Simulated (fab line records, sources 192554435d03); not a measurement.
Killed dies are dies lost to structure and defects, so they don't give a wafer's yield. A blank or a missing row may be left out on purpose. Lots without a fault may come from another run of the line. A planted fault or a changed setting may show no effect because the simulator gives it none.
Problem report in the 8D (eight disciplines) form, filled by code | flow n5_finfet | the parts of the form that need people (team, actions taken, sign-off) are left out

1. THE PROBLEM
bias_w at N5_BEOL_M1_VIA_ETCH_34 reads a mean of 145.8 W on 9 wafers of 3 lots; wafers without a fault read 170.1 W with a standard deviation of 0.52. That is -47 standard deviations from the usual mean.
The step: etches the open film in C4F6/O2, target depth 67.8 nm, time 64.4 s.
First seen on wafer L383.1, day 8 06:22, on rie_diel-02. The record holds 15 wafers of 5 lots with a number at this step. Rule for "out", or "out of limits": more than 4 standard deviations from the usual mean. The other wafers with a number count as sound.

2. WHAT IT IS AND WHAT IT IS NOT
question                    | is                     | is not
which readings at this step | bias_w                 | drypump_motor_current_A, oes_ar_750_au, oes_o_777_au, oes_product_au, showerhead_plenum_p_Torr, throttle_valve_pct
which lots                  | L383, L384, L386       | L377, L389
which wafers of those lots  | all that have a number | -
read on which tools         | rie_diel-02            | rie_diel-03
when                        | from day 8 06:22       | up to then (3 sound wafers); but 3 sound wafers of L389 came after

3. SUSPECTS, AND WHAT RULES EACH OUT
Counting: a tool at a process step up to the reading stays a suspect if it ran every lot that is out and no sound lot after the first of them.
- rie_diel-02 at N5_BEOL_M1_VIA_ETCH_34 (etches the open film in C4F6/O2, target depth 67.8 nm, time 64.4 s): kept. It ran every lot that is out, first L383 (day 8 06:22), and no sound lot after that; its last sound lot up to then is L377 (day 6 12:19). Its own readings are out on those wafers: bias_w.
Left after counting: rie_diel-02 at N5_BEOL_M1_VIA_ETCH_34.

4. THE CAUSE (what the simulator had put in)
Process parameter drift: rie_diel-02, from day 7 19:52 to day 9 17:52, at N5_BEOL_M1_VIA_ETCH_34. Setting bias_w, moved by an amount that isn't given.
Counting left only this tool.

5. THE CHAIN OF EFFECTS, in route order
Each row: a reading whose mean over the struck wafers that have a number lies more than 3 standard deviations from the usual. Only readings for which the record gives a usual standard deviation are gone through. hours: the time from each lot's start at the first step in this table that gives one to its start at this step, as a median over the lots. sigmas: the change in usual standard deviations.
hours | step                   | reading  | usual   | on struck wafers | change | sigmas
0     | N5_BEOL_M1_VIA_ETCH_34 | bias_w   | 170.1 W | 145.8            | -24.3  | -47
0     | N5_BEOL_M1_VIA_ETCH_34 | rf_vpp_V | 665 V   | 584              | -81    | -3.2
The process steps in it:
- N5_BEOL_M1_VIA_ETCH_34: etches the open film in C4F6/O2, target depth 67.8 nm, time 64.4 s.
Later measuring or inspecting steps at which every struck wafer that the step has a row for has a number for every such reading, and none has moved that far: N5_BEOL_M4_RC_MEAS_101.

6. WHAT WOULD HAVE CAUGHT IT SOONER
In this record the first reading out of limits was taken at day 8 06:22, 10 hours after the fault began at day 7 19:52.
